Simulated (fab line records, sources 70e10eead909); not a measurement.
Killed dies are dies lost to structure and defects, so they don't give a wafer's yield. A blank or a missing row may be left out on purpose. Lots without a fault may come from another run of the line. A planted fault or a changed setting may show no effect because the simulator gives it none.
Chamber matching | flow nand_harc | NHARC_P_ZERO_WELL_DESCUM_39 on rie_diel-07: 4 sister chambers
The step chemistry O2, time 3 s. 27 wafers are shown with their chamber, then 12 later ones without.

WAFERS WITH THEIR CHAMBER
wafer  | chamber | drypump_motor_current_A (A) | showerhead_plenum_p_Torr (Torr) | oes_product_au (a.u.)
L074.1 | 1       | 5.2                         | 2.06                            | 1.008
L074.3 | 0       | 5.4                         | 1.95                            | 0.999
L074.4 | 2       | 5.6                         | 1.96                            | 1.000
L075.2 | 2       | 5.6                         | 1.96                            | 0.997
L075.5 | 1       | 5.2                         | 2.06                            | 1.000
L075.6 | 0       | 5.4                         | 1.95                            | 1.004
L076.1 | 3       | 6.4                         | 1.92                            | 1.005
L076.2 | 2       | 5.6                         | 1.96                            | 1.000
L076.5 | 3       | 6.4                         | 1.92                            | 1.000
L078.1 | 2       | 5.6                         | 1.96                            | 1.002
L078.4 | 1       | 5.2                         | 2.05                            | 0.981
L078.5 | 3       | 6.4                         | 1.92                            | 1.010
L079.1 | 2       | 5.5                         | 1.96                            | 0.998
L079.3 | 1       | 5.2                         | 2.05                            | 0.983
L079.5 | 0       | 5.4                         | 1.95                            | 0.993
L085.2 | 3       | 6.4                         | 1.92                            | 0.992
L085.3 | 0       | 5.4                         | 1.95                            | 1.007
L085.6 | 3       | 6.4                         | 1.92                            | 0.987
L086.2 | 3       | 6.4                         | 1.92                            | 0.994
L086.3 | 2       | 5.6                         | 1.96                            | 1.008
L086.4 | 0       | 5.4                         | 1.95                            | 1.007
L088.3 | 3       | 6.4                         | 1.92                            | 0.993
L088.5 | 1       | 5.2                         | 2.05                            | 1.013
L088.6 | 0       | 5.4                         | 1.95                            | 1.006
L089.1 | 2       | 5.6                         | 1.96                            | 1.004
L089.4 | 3       | 6.4                         | 1.92                            | 0.999
L089.6 | 2       | 5.6                         | 1.96                            | 0.997

SIGNATURES (means of the wafers above)
reading                  | chamber 0 | chamber 1 | chamber 2 | chamber 3 | scatter within a chamber
drypump_motor_current_A  | 5.400     | 5.200     | 5.587     | 6.400     | 0.0195
showerhead_plenum_p_Torr | 1.9500    | 2.0540    | 1.9600    | 1.9200    | 0.00228
oes_product_au           | 1.00267   | 0.99700   | 1.00075   | 0.99750   | 0.00805
Rule: a wafer's distance from a chamber is the root of the sum, over the readings, of the square of ((its reading less the chamber's mean) divided by the reading's scatter). The wafer belongs to the nearest chamber; if the next one is less than 2 further off, it can't be placed. The scatter: the root of (the sum of the squares of (reading less its chamber's mean) over the shown wafers, divided by (wafers less chambers)).

WAFERS WITHOUT THEIR CHAMBER
wafer  | drypump_motor_current_A (A) | showerhead_plenum_p_Torr (Torr) | oes_product_au (a.u.)
L090.1 | 5.4                         | 1.95                            | 0.989
L090.3 | 5.2                         | 2.05                            | 1.004
L090.6 | 6.3                         | 1.92                            | 0.989
L092.2 | 6.4                         | 1.92                            | 0.994
L092.5 | 5.6                         | 1.96                            | 0.997
L092.6 | 6.3                         | 1.92                            | 1.002
L094.2 | 5.4                         | 1.94                            | 1.002
L094.3 | 5.2                         | 2.05                            | 0.993
L094.4 | 5.6                         | 1.96                            | 1.019
L095.1 | 6.3                         | 1.92                            | 1.001
L095.2 | 5.4                         | 1.94                            | 0.988
L095.6 | 5.2                         | 2.05                            | 0.996

WHICH CHAMBER EACH WENT THROUGH
wafer  | from the rows above | in truth
L090.1 | 0                   | 0
L090.3 | 1                   | 1
L090.6 | 3                   | 3
L092.2 | 3                   | 3
L092.5 | 2                   | 2
L092.6 | 3                   | 3
L094.2 | 0                   | 0
L094.3 | 1                   | 1
L094.4 | 2                   | 2
L095.1 | 3                   | 3
L095.2 | 0                   | 0
L095.6 | 1                   | 1
Placed correctly: 12 of 12. Can't be placed from these rows: 0. Placed wrongly: 0.
